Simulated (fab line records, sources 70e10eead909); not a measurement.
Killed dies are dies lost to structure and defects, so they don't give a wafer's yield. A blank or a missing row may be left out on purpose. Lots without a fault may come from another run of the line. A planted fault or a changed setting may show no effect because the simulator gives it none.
Chamber matching | flow nand_harc | NHARC_A_BONDPAD_CMP_29 on cmp-04: 4 sister chambers
The step polishes SiCN, target thk 200 nm. 16 wafers are shown with their chamber, then 8 later ones without.

WAFERS WITH THEIR CHAMBER
wafer  | chamber | motor_current_A (A)
L075.2 | 3       | 10.9
L075.3 | 0       | 10.6
L075.6 | 1       | 13.1
L077.1 | 3       | 11.3
L077.4 | 1       | 12.7
L077.6 | 0       | 10.8
L078.1 | 0       | 10.5
L078.4 | 2       | 13.0
L078.5 | 0       | 10.5
L088.2 | 1       | 12.2
L088.5 | 3       | 11.7
L088.6 | 2       | 13.0
L085.4 | 0       | 11.3
L085.5 | 0       | 10.0
L085.6 | 1       | 12.8
L086.2 | 3       | 10.5

SIGNATURES (means of the wafers above)
reading         | chamber 0 | chamber 1 | chamber 2 | chamber 3 | scatter within a chamber
motor_current_A | 10.617    | 12.700    | 13.000    | 11.100    | 0.421
Rule: a wafer's distance from a chamber is the root of the sum, over the readings, of the square of ((its reading less the chamber's mean) divided by the reading's scatter). The wafer belongs to the nearest chamber; if the next one is less than 2 further off, it can't be placed. The scatter: the root of (the sum of the squares of (reading less its chamber's mean) over the shown wafers, divided by (wafers less chambers)).

WAFERS WITHOUT THEIR CHAMBER
wafer  | motor_current_A (A)
L086.4 | 13.7
L086.6 | 10.9
L090.1 | 11.2
L090.2 | 12.3
L090.5 | 10.8
L094.1 | 13.9
L094.5 | 12.3
L094.6 | 12.4

WHICH CHAMBER EACH WENT THROUGH
wafer  | from the rows above          | in truth
L086.4 | can't be placed: 2 or 1      | 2
L086.6 | can't be placed: 3 or 0      | 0
L090.1 | can't be placed: 3 or 0      | 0
L090.2 | can't be placed: 1 or 2 or 3 | 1
L090.5 | can't be placed: 0 or 3      | 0
L094.1 | can't be placed: 2 or 1      | 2
L094.5 | can't be placed: 1 or 2 or 3 | 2
L094.6 | can't be placed: 1 or 2      | 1
Placed correctly: 0 of 8. Can't be placed from these rows: 8 (the true chamber is among the candidates in 8). Placed wrongly: 0.
